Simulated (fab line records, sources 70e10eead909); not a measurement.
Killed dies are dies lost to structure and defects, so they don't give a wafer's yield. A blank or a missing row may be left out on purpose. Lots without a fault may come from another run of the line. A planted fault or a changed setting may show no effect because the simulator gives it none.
Chamber matching | flow nand_harc | NHARC_A_STAIRCASE_DESCUM_291 on rie_diel-09: 4 sister chambers
The step chemistry O2, time 3 s. 22 wafers are shown with their chamber, then 11 later ones without.

WAFERS WITH THEIR CHAMBER
wafer  | chamber | showerhead_plenum_p_Torr (Torr) | drypump_motor_current_A (A) | oes_product_au (a.u.)
L075.2 | 2       | 1.99                            | 5.4                         | 1.013
L075.4 | 0       | 1.79                            | 5.8                         | 0.977
L075.6 | 3       | 1.97                            | 5.3                         | 1.006
L078.1 | 2       | 1.99                            | 5.3                         | 1.003
L078.2 | 3       | 1.96                            | 5.3                         | 0.995
L078.6 | 0       | 1.79                            | 5.7                         | 0.966
L081.2 | 3       | 1.96                            | 5.3                         | 1.006
L081.3 | 1       | 1.90                            | 6.8                         | 0.994
L081.5 | 0       | 1.79                            | 5.7                         | 0.976
L079.2 | 3       | 1.96                            | 5.3                         | 0.999
L079.4 | 0       | 1.79                            | 5.8                         | 0.974
L079.6 | 3       | 1.96                            | 5.3                         | 0.994
L082.1 | 3       | 1.96                            | 5.3                         | 0.996
L082.3 | 2       | 1.99                            | 5.3                         | 0.993
L082.6 | 1       | 1.90                            | 6.8                         | 0.992
L083.1 | 1       | 1.90                            | 6.8                         | 0.989
L083.3 | 2       | 1.98                            | 5.4                         | 1.008
L083.5 | 2       | 1.98                            | 5.4                         | 1.003
L084.1 | 3       | 1.96                            | 5.3                         | 1.006
L084.2 | 2       | 1.98                            | 5.3                         | 1.006
L084.4 | 0       | 1.79                            | 5.8                         | 0.982
L089.1 | 1       | 1.90                            | 6.8                         | 0.983

SIGNATURES (means of the wafers above)
reading                  | chamber 0 | chamber 1 | chamber 2 | chamber 3 | scatter within a chamber
showerhead_plenum_p_Torr | 1.7900    | 1.9000    | 1.9850    | 1.9614    | 0.00362
drypump_motor_current_A  | 5.760     | 6.800     | 5.350     | 5.300     | 0.0387
oes_product_au           | 0.97500   | 0.98950   | 1.00433   | 1.00029   | 0.00584
Rule: a wafer's distance from a chamber is the root of the sum, over the readings, of the square of ((its reading less the chamber's mean) divided by the reading's scatter). The wafer belongs to the nearest chamber; if the next one is less than 2 further off, it can't be placed. The scatter: the root of (the sum of the squares of (reading less its chamber's mean) over the shown wafers, divided by (wafers less chambers)).

WAFERS WITHOUT THEIR CHAMBER
wafer  | showerhead_plenum_p_Torr (Torr) | drypump_motor_current_A (A) | oes_product_au (a.u.)
L089.5 | 1.98                            | 5.3                         | 1.013
L089.6 | 1.96                            | 5.3                         | 0.998
L091.3 | 1.78                            | 5.7                         | 0.984
L091.5 | 1.98                            | 5.4                         | 1.009
L091.6 | 1.96                            | 5.3                         | 0.992
L093.2 | 1.89                            | 6.8                         | 0.982
L093.4 | 1.78                            | 5.7                         | 0.972
L093.6 | 1.89                            | 6.8                         | 0.979
L097.1 | 1.97                            | 5.4                         | 1.008
L097.2 | 1.89                            | 6.7                         | 0.989
L097.3 | 1.78                            | 5.7                         | 0.980

WHICH CHAMBER EACH WENT THROUGH
wafer  | from the rows above     | in truth
L089.5 | 2                       | 2
L089.6 | 3                       | 3
L091.3 | 0                       | 0
L091.5 | 2                       | 2
L091.6 | 3                       | 3
L093.2 | 1                       | 1
L093.4 | 0                       | 0
L093.6 | 1                       | 1
L097.1 | can't be placed: 3 or 2 | 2
L097.2 | 1                       | 1
L097.3 | 0                       | 0
Placed correctly: 10 of 11. Can't be placed from these rows: 1 (the true chamber is among the candidates in 1). Placed wrongly: 0.
